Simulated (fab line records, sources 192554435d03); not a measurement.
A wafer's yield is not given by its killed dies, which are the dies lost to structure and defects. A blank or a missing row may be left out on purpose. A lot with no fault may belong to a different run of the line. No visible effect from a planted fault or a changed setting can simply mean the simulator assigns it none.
Split-lot experiment / flow n5-finfet / 39 wafers read across 7 lots, on a route 1938 steps long

## THE SPLIT ITSELF
At N5_BEOL_M11_PECVD_70 (deposits SiO2 from TEOS/O2, target thk 20 nm, time 22.7 s), the setting time-s was moved away from the recipe's 22.7 s on 18 of the 39 wafers read, by -45.0% to +45.3%. This setting was run at the recipe's value on the other wafers.

## FROM THE SPLIT TO THE READING: what the file shows between them, 4 steps
- N5_BEOL_M11_HM_DEP_02: deposits TiN, target thk 20 nm
- N5_BEOL_M11_COAT_59: time 60 s, resist thk 100 nm
- N5_BEOL_M11_ECD_50: material Cu, target thk 318 nm
- N5_BEOL_M11_ANNEAL_51: time 90 s

## THE READING
barrier-field-endpoint-s, in s, at N5_BEOL_M11_CMP_52 (polishes, stops on SiCOH lowk, t overpolish 7 s, target thk 140 nm). On this fab line, fault-free wafers typically give 28.8 s with a standard deviation of 0.68 s.

wafer=L074.2; tool, chamber at the split=pecvd-02, 0,1,1; time-s as run, s=22.7; against the recipe=recipe; barrier-field-endpoint-s, s=28.6; against lot-mates on the recipe=-
wafer=L074.3; tool, chamber at the split=pecvd-02, 0,1,1; time-s as run, s=22.7; against the recipe=recipe; barrier-field-endpoint-s, s=28.9; against lot-mates on the recipe=-
wafer=L074.5; tool, chamber at the split=pecvd-02, 0,1,1; time-s as run, s=22.7; against the recipe=recipe; barrier-field-endpoint-s, s=28.9; against lot-mates on the recipe=-
wafer=L075.1; tool, chamber at the split=pecvd-04, 1; time-s as run, s=28.62; against the recipe=+26.1%; barrier-field-endpoint-s, s=34.3; against lot-mates on the recipe=+5.7
wafer=L075.2; tool, chamber at the split=pecvd-04, 2; time-s as run, s=28.62; against the recipe=+26.1%; barrier-field-endpoint-s, s=34.2; against lot-mates on the recipe=+5.6
wafer=L075.3; tool, chamber at the split=pecvd-04, 0; time-s as run, s=22.7; against the recipe=recipe; barrier-field-endpoint-s, s=29.0; against lot-mates on the recipe=-
wafer=L075.4; tool, chamber at the split=pecvd-04, 1; time-s as run, s=28.62; against the recipe=+26.1%; barrier-field-endpoint-s, s=34.9; against lot-mates on the recipe=+6.3
wafer=L075.6; tool, chamber at the split=pecvd-04, 2; time-s as run, s=22.7; against the recipe=recipe; barrier-field-endpoint-s, s=28.2; against lot-mates on the recipe=-
wafer=L075.5; tool, chamber at the split=pecvd-04, 0; time-s as run, s=22.7; against the recipe=recipe; barrier-field-endpoint-s, s=28.5; against lot-mates on the recipe=-
wafer=L077.2; tool, chamber at the split=pecvd-02, 1,2; time-s as run, s=32.99; against the recipe=+45.3%; barrier-field-endpoint-s, s=38.5; against lot-mates on the recipe=+9.7
wafer=L077.1; tool, chamber at the split=pecvd-02, 0; time-s as run, s=22.7; against the recipe=recipe; barrier-field-endpoint-s, s=28.6; against lot-mates on the recipe=-
wafer=L077.3; tool, chamber at the split=pecvd-02, 1,2; time-s as run, s=32.99; against the recipe=+45.3%; barrier-field-endpoint-s, s=39.0; against lot-mates on the recipe=+10.2
wafer=L077.4; tool, chamber at the split=pecvd-02, 1; time-s as run, s=32.99; against the recipe=+45.3%; barrier-field-endpoint-s, s=38.9; against lot-mates on the recipe=+10.1
wafer=L077.5; tool, chamber at the split=pecvd-02, 2; time-s as run, s=22.7; against the recipe=recipe; barrier-field-endpoint-s, s=29.2; against lot-mates on the recipe=-
wafer=L077.6; tool, chamber at the split=pecvd-02, 0; time-s as run, s=22.7; against the recipe=recipe; barrier-field-endpoint-s, s=28.7; against lot-mates on the recipe=-
wafer=L079.2; tool, chamber at the split=pecvd-03, 1; time-s as run, s=31.79; against the recipe=+40.0%; barrier-field-endpoint-s, s=37.5; against lot-mates on the recipe=+8.9
wafer=L079.3; tool, chamber at the split=pecvd-03, 0; time-s as run, s=22.7; against the recipe=recipe; barrier-field-endpoint-s, s=28.7; against lot-mates on the recipe=-
wafer=L079.4; tool, chamber at the split=pecvd-03, 2,1; time-s as run, s=22.7; against the recipe=recipe; barrier-field-endpoint-s, s=28.8; against lot-mates on the recipe=-
wafer=L079.1; tool, chamber at the split=pecvd-03, 2,1; time-s as run, s=22.7; against the recipe=recipe; barrier-field-endpoint-s, s=28.2; against lot-mates on the recipe=-
wafer=L079.5; tool, chamber at the split=pecvd-03, 0,2; time-s as run, s=31.79; against the recipe=+40.0%; barrier-field-endpoint-s, s=39.1; against lot-mates on the recipe=+10.5
wafer=L079.6; tool, chamber at the split=pecvd-03, 0,2; time-s as run, s=31.79; against the recipe=+40.0%; barrier-field-endpoint-s, s=39.0; against lot-mates on the recipe=+10.4
wafer=L085.4; tool, chamber at the split=pecvd-04, 2; time-s as run, s=22.7; against the recipe=recipe; barrier-field-endpoint-s, s=30.7; against lot-mates on the recipe=-
wafer=L085.3; tool, chamber at the split=pecvd-04, 0; time-s as run, s=16.55; against the recipe=-27.1%; barrier-field-endpoint-s, s=23.0; against lot-mates on the recipe=-6.9
wafer=L085.1; tool, chamber at the split=pecvd-04, 2; time-s as run, s=22.7; against the recipe=recipe; barrier-field-endpoint-s, s=28.9; against lot-mates on the recipe=-
wafer=L085.2; tool, chamber at the split=pecvd-04, 0; time-s as run, s=16.55; against the recipe=-27.1%; barrier-field-endpoint-s, s=22.3; against lot-mates on the recipe=-7.6
wafer=L085.6; tool, chamber at the split=pecvd-04, 0; time-s as run, s=16.55; against the recipe=-27.1%; barrier-field-endpoint-s, s=23.3; against lot-mates on the recipe=-6.6
wafer=L085.5; tool, chamber at the split=pecvd-04, 2; time-s as run, s=22.7; against the recipe=recipe; barrier-field-endpoint-s, s=30.2; against lot-mates on the recipe=-
wafer=L091.2; tool, chamber at the split=pecvd-02, 0; time-s as run, s=22.7; against the recipe=recipe; barrier-field-endpoint-s, s=28.7; against lot-mates on the recipe=-
wafer=L091.1; tool, chamber at the split=pecvd-02, 2; time-s as run, s=12.49; against the recipe=-45.0%; barrier-field-endpoint-s, s=17.6; against lot-mates on the recipe=-11.1
wafer=L091.4; tool, chamber at the split=pecvd-02, 0; time-s as run, s=12.49; against the recipe=-45.0%; barrier-field-endpoint-s, s=17.9; against lot-mates on the recipe=-10.8
wafer=L091.3; tool, chamber at the split=pecvd-02, 1; time-s as run, s=22.7; against the recipe=recipe; barrier-field-endpoint-s, s=28.8; against lot-mates on the recipe=-
wafer=L091.6; tool, chamber at the split=pecvd-02, 1; time-s as run, s=22.7; against the recipe=recipe; barrier-field-endpoint-s, s=28.7; against lot-mates on the recipe=-
wafer=L091.5; tool, chamber at the split=pecvd-02, 2; time-s as run, s=12.49; against the recipe=-45.0%; barrier-field-endpoint-s, s=18.8; against lot-mates on the recipe=-9.9
wafer=L094.3; tool, chamber at the split=pecvd-04, 1; time-s as run, s=22.7; against the recipe=recipe; barrier-field-endpoint-s, s=29.0; against lot-mates on the recipe=-
wafer=L094.1; tool, chamber at the split=pecvd-04, 2; time-s as run, s=27.41; against the recipe=+20.7%; barrier-field-endpoint-s, s=33.4; against lot-mates on the recipe=+4.0
wafer=L094.2; tool, chamber at the split=pecvd-04, 0,1; time-s as run, s=22.7; against the recipe=recipe; barrier-field-endpoint-s, s=29.4; against lot-mates on the recipe=-
wafer=L094.4; tool, chamber at the split=pecvd-04, 0,1; time-s as run, s=22.7; against the recipe=recipe; barrier-field-endpoint-s, s=29.7; against lot-mates on the recipe=-
wafer=L094.5; tool, chamber at the split=pecvd-04, 0; time-s as run, s=27.41; against the recipe=+20.7%; barrier-field-endpoint-s, s=34.1; against lot-mates on the recipe=+4.7
wafer=L094.6; tool, chamber at the split=pecvd-04, 2; time-s as run, s=27.41; against the recipe=+20.7%; barrier-field-endpoint-s, s=34.1; against lot-mates on the recipe=+4.7
Where a row lists several chambers, the file gives one row for several wafers and doesn't say which wafer went through which chamber.

THE FIT
A straight line over all 39 wafers: barrier-field-endpoint-s changes by +0.23 s for each +1% of time-s; r = +0.99; the points scatter about the line by 0.61 s.
The same after taking each lot's own level away (the mean of its wafers on the recipe; 39 wafers): +0.236 s for each +1%; r = +1.00; scatter 0.53 s.
According to that fit, moving time-s by its largest amount changes the reading by 11 s.
The span of the lots' own levels, 28.57 to 29.93 s, comes to 2.0 times the standard deviation stated above.
So the lot-to-lot level changes the slope little: the two slopes agree.
Check: +10.7 s against its lot-mates is what the line predicts for one of the wafers moved furthest among these (+45.3%) when that wafer is left out of the fit. It came out at +9.67 s against them.

## OTHER SPLITS APPLIED TO THESE WAFERS
Before the reading, these wafers also passed through other splits. Each is held against what the fit with the lots' levels taken away leaves over:
other split on the same wafers=N5_BEOL_M1_DEP_57 target-thk-a; wafers away from the commonest value=18; r with barrier-field-endpoint-s (lot level and that fit taken away)=+0.11
other split on the same wafers=N5_BEOL_M6_ILD_DEP_00 target-thk-a; wafers away from the commonest value=18; r with barrier-field-endpoint-s (lot level and that fit taken away)=-0.18
other split on the same wafers=N5_BEOL_M6_DESCUM_33 time-s; wafers away from the commonest value=12; r with barrier-field-endpoint-s (lot level and that fit taken away)=+0.05
other split on the same wafers=N5_BEOL_M10_DEVELOP_27 develop-time-s; wafers away from the commonest value=18; r with barrier-field-endpoint-s (lot level and that fit taken away)=+0.10

## THE WHOLE CHAIN: every reading that the file lists as answering this split, in the file's order
step=N5_BEOL_M11_PECVD_70; what it does=deposits SiO2 from TEOS/O2, target thk 20 nm, time 22.7 s; reading=SiO2_of_BEOL_M11_PECVD_70.thk-nm (the simulator's own value, which no gauge read); change (the file's fit)=+0.192 nm for each +1% of the setting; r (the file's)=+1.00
step=N5_BEOL_M11_CMP_52; what it does=polishes, stops on SiCOH lowk, t overpolish 7 s, target thk 140 nm; reading=barrier-field-endpoint-s; change (the file's fit)=+0.235 s for each +1% of the setting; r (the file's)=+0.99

## THE FILE'S OWN FIT
barrier-field-endpoint-s changes by +0.235 s for each +1% of time-s, r = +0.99.
